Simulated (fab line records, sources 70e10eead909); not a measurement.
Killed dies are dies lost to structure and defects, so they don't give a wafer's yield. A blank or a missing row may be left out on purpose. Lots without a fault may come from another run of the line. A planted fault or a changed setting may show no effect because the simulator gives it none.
Which tool did it? | flow nand_harc | 12 lots, 36 wafers sampled, at 2 steps of a route of 1302

WHAT THE GAUGES READ, wafer by wafer
NHARC_P_M1_INSPECT_27.
lot  | measured     | on                | raw_defect_count
L075 | day 6 13:20  | defect_inspect-02 | 193 426 265
L077 | day 7 11:43  | defect_inspect-02 | 431 266 481
L078 | day 8 10:59  | defect_inspect-01 | 233 247 398
L081 | day 9 16:01  | defect_inspect-01 | 422 733 383
L083 | day 10 10:58 | defect_inspect-02 | 255 428 426
L085 | day 11 01:22 | defect_inspect-01 | 186 325 154
L087 | day 11 13:25 | defect_inspect-02 | 440 271 484
L089 | day 12 12:00 | defect_inspect-02 | 224 221 161
L091 | day 13 10:31 | defect_inspect-02 | 272 218 350
L093 | day 14 02:58 | defect_inspect-02 | 398 182 213
L095 | day 15 12:29 | defect_inspect-01 | 224 255 260
L097 | day 16 02:53 | defect_inspect-02 | 324 300 137

WHICH TOOL RAN EACH LOT (tool, then ch and the chambers of the sampled wafers, then the start)
lot  | NHARC_P_M0_STRIP_18
L075 | rie_diel-11 ch 1,3, day 6 06:58
L077 | rie_diel-11 ch 1,2,3, day 7 05:32
L078 | rie_diel-11 ch 0,1,2, day 8 04:46
L081 | rie_diel-02 ch 1,2, day 9 09:48
L083 | rie_diel-11 ch 0,1,2, day 10 04:43
L085 | rie_diel-02 ch 0,2, day 10 18:55
L087 | rie_diel-02 ch 0,2,3, day 11 07:13
L089 | rie_diel-11 ch 0,1, day 12 05:28
L091 | rie_diel-13 ch 0,1,2, day 13 04:17
L093 | rie_diel-02 ch 1,3, day 13 20:49
L095 | rie_diel-11 ch 2,3, day 15 06:22
L097 | rie_diel-02 ch 0,1,2, day 15 20:46
- NHARC_P_M0_STRIP_18: strips in N2/H2.

THE ANSWER, worked out from the rows above alone
Rule: what is usual is taken from the lots themselves. Put in order of their means at a reading, lots are off if they are a third of the lots or fewer, leave a main group of 4 or more, and stand apart from it by a gap of 3 or more times the standard deviation of the main group's means; of several such gaps the widest counts. A main group whose means are all the same, to the digits that the tables above print for the reading, isn't used. A lot without any number at a reading at which 4 lots or more have one is off too. The other lots that the step has rows for count as sound.
No lot is off at any reading shown: from this, nothing can be told.

WHAT THE SIMULATOR HAD PUT IN
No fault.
